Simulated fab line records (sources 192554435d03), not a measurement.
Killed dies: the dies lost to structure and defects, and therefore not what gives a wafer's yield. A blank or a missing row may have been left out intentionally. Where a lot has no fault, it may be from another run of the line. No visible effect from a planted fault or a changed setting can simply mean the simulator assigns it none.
Chamber matching | flow n5Finfet | N5_HKMG_FIN_PWFM_ALD_03 on aldMetal-01: 4 sister chambers
The step deposits TiN, target thk 2 nm, pulse time 1 s, purge time 3 s. 7 wafers are shown with their chamber, then 11 later ones without.

WAFERS, EACH WITH ITS CHAMBER
wafer  | chamber | heaterPowerOuterW (W) | heaterPowerW (W)
L081.5 | 0       | 562                   | 866
L084.2 | 2       | 440                   | 733
L084.5 | 1       | 510                   | 761
L086.1 | 3       | 453                   | 785
L086.3 | 2       | 422                   | 761
L086.4 | 1       | 509                   | 776
L088.1 | 3       | 450                   | 779

WAFERS WITH NO CHAMBER GIVEN
wafer  | heaterPowerOuterW (W) | heaterPowerW (W)
L088.4 | 429                   | 754
L088.5 | 443                   | 791
L091.3 | 440                   | 740
L091.4 | 509                   | 786
L091.6 | 463                   | 775
L096.1 | 447                   | 778
L096.5 | 422                   | 774
L096.6 | 506                   | 785
L097.1 | 560                   | 894
L097.2 | 456                   | 813
L097.3 | 433                   | 768

EACH ONE'S CHAMBER
wafer  | from the rows above     | in truth
L088.4 | 2                       | 2
L088.5 | 3                       | 3
L091.3 | 2                       | 2
L091.4 | 1                       | 1
L091.6 | 3                       | 3
L096.1 | 3                       | 3
L096.5 | can't be placed: 2 or 3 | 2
L096.6 | 1                       | 1
L097.1 | 0                       | 0
L097.2 | 3                       | 3
L097.3 | can't be placed: 2 or 3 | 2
Correct placement for 9 of the 11. Can't be placed from these rows: 2 (the true chamber is among the candidates in 2). 0 placed wrongly.
How it was worked out, from the rows above alone: a wafer's distance from a chamber is the root of the sum, over the readings, of the square of ((its reading less the chamber's mean) divided by the reading's scatter). If the next closest chamber is less than 2 further off than the closest, the wafer can't be placed; otherwise it belongs to the closest. A chamber's mean is the mean of its shown wafers. The scatter is the square root of a quotient: the sum, over the shown wafers, of each reading's squared deviation from its chamber's mean, divided by wafers minus chambers.
